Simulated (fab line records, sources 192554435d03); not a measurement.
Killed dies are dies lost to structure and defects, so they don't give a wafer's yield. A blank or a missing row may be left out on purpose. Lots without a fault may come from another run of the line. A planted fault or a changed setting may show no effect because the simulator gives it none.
Which tool did it? | flow n5_finfet | 9 lots, 24 wafers sampled, at 5 steps of a route of 1938

WHAT THE GAUGES READ, wafer by wafer
N5_MOL_CONTACT_COAG_INSPECT_57: inspects for defects (brightfield). Usual: raw_defect_count 200, standard deviation 51.
lot  | measured     | on                | raw_defect_count | flag
L595 | day 5 05:51  | defect_inspect-01 | 124 198 169      |
L597 | day 5 13:29  | defect_inspect-02 | 286 265 251      |
L600 | day 6 05:39  | defect_inspect-01 | 129 161 147      |
L604 | day 7 06:13  | defect_inspect-01 | 207 150 162      |
L607 | day 8 14:48  | defect_inspect-01 | 103 155          |
L610 | day 9 08:24  | defect_inspect-01 | 133 196          |
L612 | day 9 13:01  | defect_inspect-01 | 217 227          |
L614 | day 9 22:23  | defect_inspect-01 | 148 158 211      |
L618 | day 11 03:04 | defect_inspect-02 | 152 294 229      |

N5_BEOL_M4_RC_MEAS_101. Usual: DIBL_N 36.5 mV/V, standard deviation 1.4; DIBL_P 36.6 mV/V, standard deviation 1.9; IOFF_N 0.167 nA/um, standard deviation 0.029; IOFF_P 0.21 nA/um, standard deviation 0.033; ION_N 674 uA/um, standard deviation 12; ION_P 460 uA/um, standard deviation 8.9; SS_N 71.6 mV/dec, standard deviation 0.57; SS_P 73.4 mV/dec, standard deviation 0.61; VT_N 249 mV, standard deviation 3.3; VT_P -250 mV, standard deviation 3.3.
lot  | measured     | on        | DIBL_N (mV/V)  | DIBL_P (mV/V)  | IOFF_N (nA/um)    | IOFF_P (nA/um) | ION_N (uA/um) | ION_P (uA/um) | SS_N (mV/dec)  | SS_P (mV/dec)  | VT_N (mV)   | VT_P (mV)      | flag
L595 | day 8 10:10  | prober-01 | 33.5 36.6 33.2 | 31.3 35.8 31.9 | 0.126 0.180 0.119 | 0.18 0.25 0.18 | 677 694 671   | 470 480 460   | 70.3 71.8 70.9 | 72.9 73.1 72.5 | 250 245 252 | -249 -247 -250 |
L597 | day 8 10:22  | prober-02 | 36.0 34.5 38.5 | 36.0 33.9 39.2 | 0.160 0.134 0.214 | 0.20 0.18 0.26 | 664 657 674   | 454 450 459   | 71.5 71.3 72.6 | 73.9 73.7 74.7 | 250 252 244 | -252 -256 -247 |
L600 | day 9 04:07  | prober-01 | 35.8 35.5 37.0 | 34.7 34.8 36.7 | 0.145 0.150 0.172 | 0.19 0.20 0.23 | 660 681 667   | 451 465 460   | 71.2 71.0 70.9 | 73.5 73.2 73.8 | 249 250 248 | -251 -249 -248 |
L604 | day 9 22:53  | prober-01 | 35.4 37.5 36.1 | 34.6 37.5 35.6 | 0.153 0.210 0.158 | 0.18 0.21 0.18 | 678 689 671   | 460 465 453   | 71.9 71.5 71.5 | 72.6 73.6 72.5 | 250 245 249 | -254 -251 -253 |
L607 | day 11 02:14 | prober-02 | 38.6 37.4      | 40.1 36.5      | 0.216 0.170       | 0.23 0.17      | 691 667       | 465 449       | 72.2 72.1      | 74.6 73.5      | 244 249     | -252 -255      |
L610 | day 12 01:44 | prober-01 | 37.8 35.8      | 38.8 36.3      | 0.196 0.148       | 0.22 0.19      | 677 670       | 460 461       | 71.7 71.3      | 73.6 73.9      | 245 249     | -248 -252      |
L612 | day 12 05:50 | prober-02 | 36.2 37.4      | 36.2 37.4      | 0.152 0.164       | 0.17 0.20      | 664 674       | 446 454       | 70.7 72.3      | 73.0 72.9      | 249 251     | -255 -255      |
L614 | day 12 22:46 | prober-02 | 35.4 36.2 35.8 | 35.2 34.6 35.9 | 0.142 0.146 0.151 | 0.17 0.16 0.18 | 675 669 684   | 463 446 466   | 71.0 71.2 71.3 | 72.1 73.0 73.0 | 249 252 252 | -251 -256 -254 |
L618 | day 13 20:43 | prober-01 | 35.2 35.4 36.6 | 34.8 35.0 36.5 | 0.133 0.141 0.165 | 0.19 0.20 0.21 | 649 670 663   | 452 462 447   | 72.1 71.4 72.4 | 72.1 72.8 71.9 | 252 250 249 | -252 -251 -251 |

WHICH TOOL RAN EACH LOT (tool, then ch and the chambers of the sampled wafers, then the start)
lot  | N5_MOL_CONTACT_COAG_DESCUM_88      | N5_MOL_CONTACT_COAG_ETCH_91        | N5_MOL_CONTACT_COAG_STRIP_119
L595 | rie_diel-06 ch 1,2, day 5 05:53    | rie_diel-06 ch 1,2, day 5 06:14    | plasma_asher-02 ch 0,1, day 5 06:32
L597 | rie_diel-05 ch 1,2, day 5 13:31    | rie_diel-05 ch 0,1,3, day 5 14:02  | plasma_asher-01 ch 0, day 5 14:20
L600 | rie_diel-02 ch 0,2,3, day 6 05:41  | rie_diel-02 ch 0,2,3, day 6 06:02  | plasma_asher-01 ch 0,1, day 6 06:22
L604 | rie_diel-05 ch 0,2,3, day 7 06:14  | rie_diel-05 ch 2,3, day 7 06:35    | plasma_asher-01 ch 0,1, day 7 06:54
L607 | rie_diel-05 ch 0,2, day 8 14:52    | rie_diel-02 ch 2,3, day 8 15:26    | plasma_asher-01 ch 0,1, day 8 15:44
L610 | rie_diel-02 ch 1,2, day 9 09:29    | rie_diel-02 ch 0,1, day 9 09:54    | plasma_asher-02 ch 0,1, day 9 10:14
L612 | rie_diel-05 ch 0,2, day 9 14:46    | rie_diel-02 ch 0,3, day 9 15:14    | plasma_asher-02 ch 0,1, day 9 15:33
L614 | rie_diel-05 ch 0,1,2, day 9 22:36  | rie_diel-05 ch 0,1, day 9 23:05    | plasma_asher-01 ch 0,1, day 9 23:23
L618 | rie_diel-06 ch 0,2,3, day 11 03:07 | rie_diel-06 ch 0,1,3, day 11 03:30 | plasma_asher-02 ch 0,1, day 11 03:49
- N5_MOL_CONTACT_COAG_DESCUM_88: chemistry O2, time 7 s.
- N5_MOL_CONTACT_COAG_ETCH_91: etches SOC in N2/H2, target depth 60 nm, overetch 21 nm, time 101.2 s.
- N5_MOL_CONTACT_COAG_STRIP_119: strips in N2/H2, time 30 s.

WHAT THE TOOLS THEMSELVES READ (means of the sampled wafers that have a number; where no wafer has one, the mark that the record gives instead)
N5_MOL_CONTACT_COAG_DESCUM_88. Usual: chamber_pressure_mTorr 20.001 mTorr, standard deviation 0.018; drypump_motor_current_A 5.6 A, standard deviation 0.49; oes_product_au 0.80 a.u., standard deviation 0.079; rf_vpp_V 243.3 V, standard deviation 1.3; showerhead_plenum_p_Torr 2.10 Torr, standard deviation 0.075; throttle_valve_pct 20.3 %, standard deviation 0.32.
lot  | tool        | chamber_pressure_mTorr (mTorr) | drypump_motor_current_A (A) | oes_product_au (a.u.) | rf_vpp_V (V) | showerhead_plenum_p_Torr (Torr) | throttle_valve_pct (%) | flag
L595 | rie_diel-06 | 20.004                         | 6.0                         | 0.71                  | 242.2        | 2.02                            | 20.8                   |
L597 | rie_diel-05 | 19.989                         | 5.4                         | 0.78                  | 242.6        | 2.10                            | 20.2                   |
L600 | rie_diel-02 | 20.010                         | 5.6                         | 0.86                  | 243.3        | 2.14                            | 20.1                   |
L604 | rie_diel-05 | 20.000                         | 5.4                         | 0.77                  | 242.8        | 2.07                            | 20.3                   |
L607 | rie_diel-05 | 19.962                         | 5.4                         | 0.80                  | 243.4        | 2.06                            | 20.2                   |
L610 | rie_diel-02 | 20.002                         | 5.7                         | 0.79                  | 244.7        | 2.20                            | 20.4                   |
L612 | rie_diel-05 | 19.989                         | 5.4                         | 0.78                  | 243.6        | 2.06                            | 20.2                   |
L614 | rie_diel-05 | 19.986                         | 5.3                         | 0.82                  | 242.5        | 2.06                            | 20.1                   |
L618 | rie_diel-06 | 20.005                         | 6.1                         | 0.75                  | 243.3        | 2.13                            | 20.7                   |

N5_MOL_CONTACT_COAG_ETCH_91. Usual: chamber_pressure_mTorr 30.00 mTorr, standard deviation 0.031; drypump_motor_current_A 5.5 A, standard deviation 0.47; n2_flow_sccm 200.0 sccm, standard deviation 0.54; oes_product_au 0.67 a.u., standard deviation 0.064; rf_vpp_V 524.0 V, standard deviation 2.4; run_length_s 124.4 s, standard deviation 0.48; showerhead_plenum_p_Torr 2.54 Torr, standard deviation 0.081; throttle_valve_pct 17.60 %, standard deviation 0.29.
lot  | tool        | chamber_pressure_mTorr (mTorr) | drypump_motor_current_A (A) | n2_flow_sccm (sccm) | oes_product_au (a.u.) | rf_vpp_V (V) | run_length_s (s) | showerhead_plenum_p_Torr (Torr) | throttle_valve_pct (%) | flag
L595 | rie_diel-06 | 30.00                          | 5.5                         | 200.0               | 0.59                  | 521.8        | 124.7            | 2.47                            | 17.91                  |
L597 | rie_diel-05 | 30.00                          | 5.2                         | 200.3               | 0.62                  | 524.0        | 124.5            | 2.50                            | 17.65                  |
L600 | rie_diel-02 | 30.01                          | 5.6                         | 199.9               | 0.72                  | 524.9        | 124.8            | 2.58                            | 17.39                  |
L604 | rie_diel-05 | 29.99                          | 5.5                         | 199.7               | 0.61                  | 524.0        | 124.2            | 2.53                            | 17.79                  |
L607 | rie_diel-02 | 29.99                          | 5.5                         | 199.6               | 0.71                  | 525.9        | 124.8            | 2.62                            | 17.45                  |
L610 | rie_diel-02 | 30.02                          | 5.8                         | 199.9               | 0.59                  | 524.7        | 145.1            | 2.54                            | 17.66                  | OFF
L612 | rie_diel-02 | 30.04                          | 5.8                         | 201.2               | 0.62                  | 524.2        | 145.1            | 2.51                            | 17.52                  | OFF
L614 | rie_diel-05 | 29.99                          | 5.0                         | 199.9               | 0.72                  | 522.1        | 124.8            | 2.47                            | 17.31                  |
L618 | rie_diel-06 | 29.99                          | 5.6                         | 200.3               | 0.70                  | 525.2        | 124.6            | 2.59                            | 17.60                  |

N5_MOL_CONTACT_COAG_STRIP_119. Usual: drypump_motor_current_A 5.34 A, standard deviation 0.23; heater_power_w 307 W, standard deviation 23; n2_flow_sccm 1750 sccm, standard deviation 5.3.
lot  | tool            | drypump_motor_current_A (A) | heater_power_w (W) | n2_flow_sccm (sccm) | flag
L595 | plasma_asher-02 | 5.24                        | 301                | 1751                |
L597 | plasma_asher-01 | 5.65                        | 277                | 1753                |
L600 | plasma_asher-01 | 5.45                        | 316                | 1754                |
L604 | plasma_asher-01 | 5.44                        | 318                | 1749                |
L607 | plasma_asher-01 | 5.50                        | 306                | 1748                |
L610 | plasma_asher-02 | 5.20                        | 306                | 1744                |
L612 | plasma_asher-02 | 5.20                        | 303                | 1758                |
L614 | plasma_asher-01 | 5.44                        | 324                | 1746                |
L618 | plasma_asher-02 | 5.12                        | 313                | 1746                |

THE ANSWER, worked out from the rows above alone
Rule: a lot is off if the mean of its wafers that have a number lies more than 3 standard deviations from the usual mean. A lot without any number at a reading at which 4 lots or more have one is off too. The other lots that the step has rows for count as sound. The gauges are gone through in route order, then the tools' own readings, and for those a lot's mean is taken as printed above. The first step at which some lot is off is used, and at that step the reading that is off furthest; a lot without a number counts as furthest.
Off: L610, L612, at N5_MOL_CONTACT_COAG_ETCH_91 (run_length_s).
A tool fits if, at that step or a process step before it, it ran every lot that is off, and no sound lot after the first of them. One fits: rie_diel-02 at N5_MOL_CONTACT_COAG_ETCH_91. Its last sound lot is L607 (day 8 15:26), its first lot that is off L610 (day 9 09:54): a fault that began between those two fits.
The tool's own readings at N5_MOL_CONTACT_COAG_ETCH_91 bear it out: on the lots that are off they differ by more than 5 times the standard deviation of the sound lots' means. run_length_s reads 145.1 s there against 124.6 s on the sound lots.

WHAT THE SIMULATOR HAD PUT IN
Process parameter drift: rie_diel-02, from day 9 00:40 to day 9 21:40, at N5_MOL_CONTACT_COAG_ETCH_91. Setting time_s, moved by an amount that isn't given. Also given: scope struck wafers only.
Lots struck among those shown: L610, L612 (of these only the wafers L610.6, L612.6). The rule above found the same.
